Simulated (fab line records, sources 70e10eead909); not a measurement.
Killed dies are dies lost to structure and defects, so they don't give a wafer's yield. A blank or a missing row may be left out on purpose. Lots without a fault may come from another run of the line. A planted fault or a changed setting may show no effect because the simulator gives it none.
Chamber matching | flow nand_harc | NHARC_P_M0_ETCH_34 on rie_diel-12: 4 sister chambers
The step etches the open film in N2/H2, target depth 40 nm, overetch 12 nm, time 43.94 s. 8 wafers are shown with their chamber, then 12 later ones without.

WAFERS WITH THEIR CHAMBER
wafer  | chamber | drypump_motor_current_A (A) | showerhead_plenum_p_Torr (Torr)
L084.3 | 2       | 5.2                         | 2.03
L085.2 | 0       | 5.8                         | 2.09
L089.2 | 3       | 5.8                         | 1.91
L089.5 | 0       | 5.8                         | 2.08
L089.6 | 1       | 6.2                         | 2.06
L092.3 | 3       | 5.8                         | 1.91
L092.5 | 2       | 5.2                         | 2.03
L092.6 | 1       | 6.3                         | 2.06

WAFERS WITHOUT THEIR CHAMBER
wafer  | drypump_motor_current_A (A) | showerhead_plenum_p_Torr (Torr)
L094.1 | 5.8                         | 1.90
L094.2 | 5.2                         | 2.03
L094.3 | 5.8                         | 2.08
L096.2 | 6.2                         | 2.06
L096.4 | 5.8                         | 2.08
L096.5 | 6.2                         | 2.06
L095.2 | 5.2                         | 2.03
L095.4 | 5.8                         | 2.08
L095.5 | 5.2                         | 2.03
L097.1 | 5.8                         | 1.90
L097.5 | 6.3                         | 2.06
L097.6 | 5.8                         | 2.08

WHICH CHAMBER EACH WENT THROUGH
wafer  | from the rows above | in truth
L094.1 | 3                   | 3
L094.2 | 2                   | 2
L094.3 | 0                   | 0
L096.2 | 1                   | 1
L096.4 | 0                   | 0
L096.5 | 1                   | 1
L095.2 | 2                   | 2
L095.4 | 0                   | 0
L095.5 | 2                   | 2
L097.1 | 3                   | 3
L097.5 | 1                   | 1
L097.6 | 0                   | 0
Placed correctly: 12 of 12. Can't be placed from these rows: 0. Placed wrongly: 0.
How it was worked out, from the rows above alone: a wafer's distance from a chamber is the root of the sum, over the readings, of the square of ((its reading less the chamber's mean) divided by the reading's scatter). The wafer belongs to the nearest chamber; if the next one is less than 2 further off, it can't be placed. A chamber's mean is the mean of its shown wafers. The scatter: the root of (the sum of the squares of (reading less its chamber's mean) over the shown wafers, divided by (wafers less chambers)).
